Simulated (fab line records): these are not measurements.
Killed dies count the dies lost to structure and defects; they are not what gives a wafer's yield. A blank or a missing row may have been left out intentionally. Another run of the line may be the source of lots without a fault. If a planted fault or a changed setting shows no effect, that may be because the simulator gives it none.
Matching of chambers || flow n5Finfet || aldSin-01 running N5_BEOL_M0_SAQP_ALD_48: 4 sister chambers
The step deposits SiO2, target thk 20 nm, pulse time 1 s, co reactant pulse time 1 s. 8 wafers are shown with their chamber, then 12 later ones without.

== WAFERS PAIRED WITH THEIR CHAMBERS ==
{"wafer": "L083.4", "chamber": 1, "heaterPowerW (W)": 72, "precursorPulseHeightRel": 1.002}
{"wafer": "L086.1", "chamber": 1, "heaterPowerW (W)": 73, "precursorPulseHeightRel": 0.956}
{"wafer": "L086.3", "chamber": 0, "heaterPowerW (W)": 73, "precursorPulseHeightRel": 1.006}
{"wafer": "L087.4", "chamber": 2, "heaterPowerW (W)": 79, "precursorPulseHeightRel": 0.950}
{"wafer": "L087.5", "chamber": 3, "heaterPowerW (W)": 77, "precursorPulseHeightRel": 0.989}
{"wafer": "L090.1", "chamber": 3, "heaterPowerW (W)": 78, "precursorPulseHeightRel": 0.993}
{"wafer": "L090.4", "chamber": 0, "heaterPowerW (W)": 72, "precursorPulseHeightRel": 0.981}
{"wafer": "L090.6", "chamber": 2, "heaterPowerW (W)": 78, "precursorPulseHeightRel": 0.987}

== WAFERS WHOSE CHAMBER IS MISSING ==
{"wafer": "L091.1", "heaterPowerW (W)": 73, "precursorPulseHeightRel": 0.992}
{"wafer": "L091.2", "heaterPowerW (W)": 71, "precursorPulseHeightRel": 1.013}
{"wafer": "L091.4", "heaterPowerW (W)": 81, "precursorPulseHeightRel": 0.994}
{"wafer": "L092.2", "heaterPowerW (W)": 72, "precursorPulseHeightRel": 0.977}
{"wafer": "L092.3", "heaterPowerW (W)": 77, "precursorPulseHeightRel": 0.985}
{"wafer": "L092.5", "heaterPowerW (W)": 69, "precursorPulseHeightRel": 1.008}
{"wafer": "L093.2", "heaterPowerW (W)": 71, "precursorPulseHeightRel": 1.021}
{"wafer": "L093.4", "heaterPowerW (W)": 75, "precursorPulseHeightRel": 0.998}
{"wafer": "L093.6", "heaterPowerW (W)": 72, "precursorPulseHeightRel": 1.020}
{"wafer": "L095.1", "heaterPowerW (W)": 74, "precursorPulseHeightRel": 1.012}
{"wafer": "L095.3", "heaterPowerW (W)": 73, "precursorPulseHeightRel": 1.018}
{"wafer": "L095.4", "heaterPowerW (W)": 72, "precursorPulseHeightRel": 0.984}

== EACH ONE'S CHAMBER ==
{"wafer": "L091.1", "from the rows above": "can't be placed: 0 or 1", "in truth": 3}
{"wafer": "L091.2", "from the rows above": "can't be placed: 0 or 1", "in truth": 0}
{"wafer": "L091.4", "from the rows above": "can't be placed: 2 or 3", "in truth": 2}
{"wafer": "L092.2", "from the rows above": "can't be placed: 1 or 0", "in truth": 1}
{"wafer": "L092.3", "from the rows above": "can't be placed: 3 or 2", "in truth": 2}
{"wafer": "L092.5", "from the rows above": "can't be placed: 0 or 1", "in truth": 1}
{"wafer": "L093.2", "from the rows above": "can't be placed: 0 or 1", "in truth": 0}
{"wafer": "L093.4", "from the rows above": "can't be placed: 0 or 3 or 1 or 2", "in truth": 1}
{"wafer": "L093.6", "from the rows above": "can't be placed: 0 or 1", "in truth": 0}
{"wafer": "L095.1", "from the rows above": "can't be placed: 0 or 1", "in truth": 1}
{"wafer": "L095.3", "from the rows above": "can't be placed: 0 or 1", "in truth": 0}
{"wafer": "L095.4", "from the rows above": "can't be placed: 1 or 0", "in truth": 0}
Correct placement for 0 of the 12. From these rows, 12 cannot be placed; in 11 the true chamber is one of the candidates. Number placed wrongly: 0.
How it was worked out, from the rows above alone: a wafer's distance from a chamber is the root of the sum, over the readings, of the square of ((its reading less the chamber's mean) divided by the reading's scatter). The wafer belongs to the nearest chamber; if the next one is less than 2 further off, it can't be placed. Each chamber's mean is taken over the wafers shown for it. The scatter: the root of (the sum of the squares of (reading less its chamber's mean) over the shown wafers, divided by (wafers less chambers)).
